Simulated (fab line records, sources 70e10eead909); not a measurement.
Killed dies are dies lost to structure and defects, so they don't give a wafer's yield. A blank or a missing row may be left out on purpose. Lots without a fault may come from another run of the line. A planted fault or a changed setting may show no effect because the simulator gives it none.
Which tool did it? | flow nand_harc | 13 lots, 39 wafers sampled, at 6 steps of a route of 1159

WHAT THE GAUGES READ, wafer by wafer
NHARC_A_BLC_OVL_MEAS_11. Usual: overlay_x_nm 0.0 nm, standard deviation 0.88; overlay_y_nm 0.0 nm, standard deviation 0.75.
lot  | measured     | on         | overlay_x_nm (nm) | overlay_y_nm (nm) | flag
L125 | day 17 14:03 | overlay-01 | -0.6 -0.5 -0.7    | 0.8 0.4 0.1       |
L127 | day 18 10:18 | overlay-02 | -0.3 0.2 -0.6     | 0.8 0.6 0.6       |
L129 | day 18 15:16 | overlay-02 | 0.9 0.6 0.1       | -0.7 -1.3 -1.0    |
L126 | day 18 20:25 | overlay-01 | -0.5 -0.7 -0.8    | 0.8 0.8 0.2       |
L133 | day 19 18:18 | overlay-01 | 0.2 1.1 0.2       | 0.1 0.5 0.5       |
L130 | day 19 21:00 | overlay-02 | 1.9 2.0 2.3       | 0.4 0.0 0.5       |
L140 | day 21 00:48 | overlay-01 | 0.4 0.3 0.0       | -1.3 -0.8 -1.1    |
L142 | day 21 18:04 | overlay-01 | 0.7 1.1 1.1       | 0.8 0.8 0.9       |
L144 | day 21 19:20 | overlay-02 | -0.9 -0.5 -1.8    | 0.9 1.0 1.5       |
L141 | day 21 23:14 | overlay-02 | 0.5 0.2 0.3       | -0.8 -0.3 0.0     |
L147 | day 22 06:07 | overlay-02 | -0.4 0.2 -0.1     | -1.9 -1.6 -1.2    |
L145 | day 22 06:50 | overlay-01 | -0.3 -0.2 -0.4    | 0.6 0.0 0.5       |
L146 | day 22 13:25 | overlay-02 | -1.5 -1.4 -1.5    | -0.3 0.0 0.4      |

NHARC_A_BLC_CD_MEAS_19. Usual: cd_nm 99.0 nm, standard deviation 2.
lot  | measured     | on        | cd_nm (nm)       | flag
L125 | day 17 15:17 | cd_sem-01 | 99.2 97.6 97.4   |
L127 | day 18 11:22 | cd_sem-03 | 96.1 105.2 95.7  |
L129 | day 18 16:20 | cd_sem-03 | 99.0 100.2 98.1  |
L126 | day 18 21:29 | cd_sem-03 | 97.3 96.4 100.4  |
L133 | day 19 19:22 | cd_sem-03 | 97.0 99.4 97.3   |
L130 | day 19 22:04 | cd_sem-03 | 94.6 103.5 100.1 |
L140 | day 21 01:52 | cd_sem-03 | 99.4 99.7 94.9   |
L142 | day 21 19:08 | cd_sem-03 | 98.7 95.8 101.1  |
L144 | day 21 20:24 | cd_sem-01 | 100.6 95.8 100.8 |
L141 | day 22 00:22 | cd_sem-02 | 99.7 98.3 101.1  |
L147 | day 22 07:10 | cd_sem-02 | 100.7 95.9 96.9  |
L145 | day 22 07:54 | cd_sem-02 | 98.9 100.0 100.7 |
L146 | day 22 14:29 | cd_sem-01 | 100.6 101.9 98.4 |

NHARC_A_BLC_INSPECT_28. Usual: raw_defect_count 402, standard deviation 100.
lot  | measured     | on                | raw_defect_count | flag
L125 | day 18 04:58 | defect_inspect-02 | 309 310 245      |
L127 | day 18 13:22 | defect_inspect-01 | 395 392 416      |
L129 | day 18 20:10 | defect_inspect-01 | 321 317 417      |
L126 | day 18 23:42 | defect_inspect-02 | 334 522 365      |
L133 | day 19 23:34 | defect_inspect-01 | 6737 6513 6563   | OFF
L130 | day 20 02:44 | defect_inspect-02 | 6564 6680 6649   | OFF
L140 | day 21 13:22 | defect_inspect-02 | 317 423 318      |
L142 | day 21 21:13 | defect_inspect-02 | 394 308 271      |
L144 | day 21 23:34 | defect_inspect-02 | 457 358 431      |
L141 | day 22 04:44 | defect_inspect-01 | 579 389 384      |
L147 | day 22 12:09 | defect_inspect-01 | 605 403 548      |
L145 | day 22 14:08 | defect_inspect-02 | 429 310 431      |
L146 | day 22 18:49 | defect_inspect-02 | 525 325 409      |

NHARC_A_M0_OVL_MEAS_10: pitch 160 nm. Usual: overlay_x_nm 0.0 nm, standard deviation 0.77; overlay_y_nm 0.2 nm, standard deviation 0.91.
lot  | measured     | on         | overlay_x_nm (nm) | overlay_y_nm (nm) | flag
L125 | day 18 05:50 | overlay-02 | -0.7 -0.2 -0.7    | 1.4 1.7 1.2       |
L127 | day 18 14:22 | overlay-02 | 0.0 -0.3 -0.9     | -1.1 -0.9 -1.3    |
L129 | day 18 21:13 | overlay-02 | 0.0 -0.7 -0.6     | 0.9 0.5 1.4       |
L126 | day 19 00:41 | overlay-01 | 0.3 0.7 0.5       | -0.1 0.4 0.6      |
L140 | day 21 14:20 | overlay-02 | 0.1 0.4 -0.4      | -0.7 -0.4 -0.3    |
L142 | day 21 22:05 | overlay-02 | -0.8 -0.8 -0.4    | -0.4 -0.2 0.3     |
L144 | day 22 00:34 | overlay-01 | 0.1 0.0 -0.4      | 0.1 0.2 0.5       |
L141 | day 22 05:37 | overlay-02 | -0.7 -0.9 -0.8    | 1.0 1.3 0.8       |
L147 | day 22 13:04 | overlay-02 | -1.5 -1.4 -1.1    | -0.5 -0.4 -0.3    |
L145 | day 22 15:00 | overlay-01 | 1.1 0.6 -0.1      | -0.5 -0.6 -0.1    |
L146 | day 22 19:49 | overlay-02 | 0.3 -0.1 -0.2     | 0.7 1.3 0.9       |

NHARC_END_SORT_01. Usual: killed_at_array 29, standard deviation 9.4; killed_at_other 0.7, standard deviation 1.3; killed_at_periphery 2.9, standard deviation 2.1; killed_dies 32, standard deviation 9; killed_open 3.3, standard deviation 1.8; killed_short 1.9, standard deviation 1.4.
lot  | measured     | on        | killed_at_array | killed_at_other | killed_at_periphery | killed_dies | killed_open | killed_short | flag
L133 | day 21 15:29 | prober-02 | 672 671 676     | 1 0 0           | 4 6 1               | 677 677 677 | 4 4 2       | 4 4 1        | OFF
L130 | day 21 16:17 | prober-01 | 675 676 674     | 1 0 2           | 1 1 1               | 677 677 677 | 2 1 3       | 2 2 2        | OFF

WHICH TOOL RAN EACH LOT (tool, then ch and the chambers of the sampled wafers, then the start)
lot  | NHARC_A_BLC_CMP_25
L125 | cmp-02 ch 0,2,3, day 18 04:34
L127 | cmp-02 ch 1,3, day 18 12:58
L129 | cmp-01 ch 0,1, day 18 19:46
L126 | cmp-04 ch 0,1, day 18 23:17
L133 | cmp-01 ch 0,1,2, day 19 23:10
L130 | cmp-04 ch 1,3, day 20 02:19
L140 | cmp-04 ch 1,2, day 21 12:59
L142 | cmp-02 ch 0,2,3, day 21 20:53
L144 | cmp-01 ch 1,2, day 21 23:09
L141 | cmp-04 ch 1,2,3, day 22 04:20
L147 | cmp-01 ch 0,2,3, day 22 11:47
L145 | cmp-04 ch 1,2,3, day 22 13:46
L146 | cmp-01 ch 1,2,3, day 22 18:25
- NHARC_A_BLC_CMP_25: polishes, t overpolish 30 s, target thk 150 nm.

WHAT THE TOOLS THEMSELVES READ (means of the sampled wafers that have a number; where no wafer has one, the mark that the record gives instead)
NHARC_A_BLC_CMP_25. Usual: edge_zone_pressure_frac 0.999, standard deviation 0.0052; motor_current_A 12.3 A, standard deviation 0.95; overpolish_run_s 30.001 s, standard deviation 0.0087; slurry_filter_dp_kPa 13.50 kPa, standard deviation 0.13; time_to_endpoint_s 29.8 s, standard deviation 2.1.
lot  | tool   | edge_zone_pressure_frac | motor_current_A (A) | overpolish_run_s (s) | slurry_filter_dp_kPa (kPa) | time_to_endpoint_s (s) | flag
L125 | cmp-02 | 0.995                   | 11.6                | 30.002               | 13.39                      | 32.9                   |
L127 | cmp-02 | 0.998                   | 12.2                | 30.000               | 13.45                      | 33.0                   |
L129 | cmp-01 | 0.996                   | 12.7                | 30.004               | 13.52                      | 31.4                   |
L126 | cmp-04 | 1.004                   | 11.3                | 30.000               | 13.55                      | 30.6                   |
L133 | cmp-01 | -                       | -                   | -                    | -                          | -                      | OFF
L130 | cmp-04 | -                       | -                   | -                    | -                          | -                      | OFF
L140 | cmp-04 | 1.003                   | 12.2                | 30.005               | 13.40                      | 28.5                   |
L142 | cmp-02 | 0.995                   | 11.5                | 29.999               | 13.43                      | 31.0                   |
L144 | cmp-01 | 0.995                   | 13.5                | 30.000               | 13.44                      | 30.3                   |
L141 | cmp-04 | 1.000                   | 11.7                | 29.994               | 13.65                      | 27.4                   |
L147 | cmp-01 | 1.002                   | 12.5                | 29.999               | 13.41                      | 31.1                   |
L145 | cmp-04 | 1.001                   | 12.0                | 30.003               | 13.34                      | 28.1                   |
L146 | cmp-01 | 1.000                   | 12.4                | 30.005               | 13.58                      | 29.8                   |

THE ANSWER, worked out from the rows above alone
Rule: a lot is off if the mean of its wafers that have a number lies more than 3 standard deviations from the usual mean. A lot without any number at a reading at which 4 lots or more have one is off too. The other lots that the step has rows for count as sound. The gauges are gone through in route order, then the tools' own readings, and for those a lot's mean is taken as printed above. The first step at which some lot is off is used, and at that step the reading that is off furthest; a lot without a number counts as furthest.
Off: L133, L130, at NHARC_A_BLC_INSPECT_28 (raw_defect_count).
A tool fits if, at a process step before that reading, it ran every lot that is off, and no sound lot after the first of them. The gauges at NHARC_A_BLC_INSPECT_28 aren't tried: what is off there is off at NHARC_END_SORT_01 too, on other tools, and a gauge's error can't cause that. None of those tried fits.

WHAT THE SIMULATOR HAD PUT IN
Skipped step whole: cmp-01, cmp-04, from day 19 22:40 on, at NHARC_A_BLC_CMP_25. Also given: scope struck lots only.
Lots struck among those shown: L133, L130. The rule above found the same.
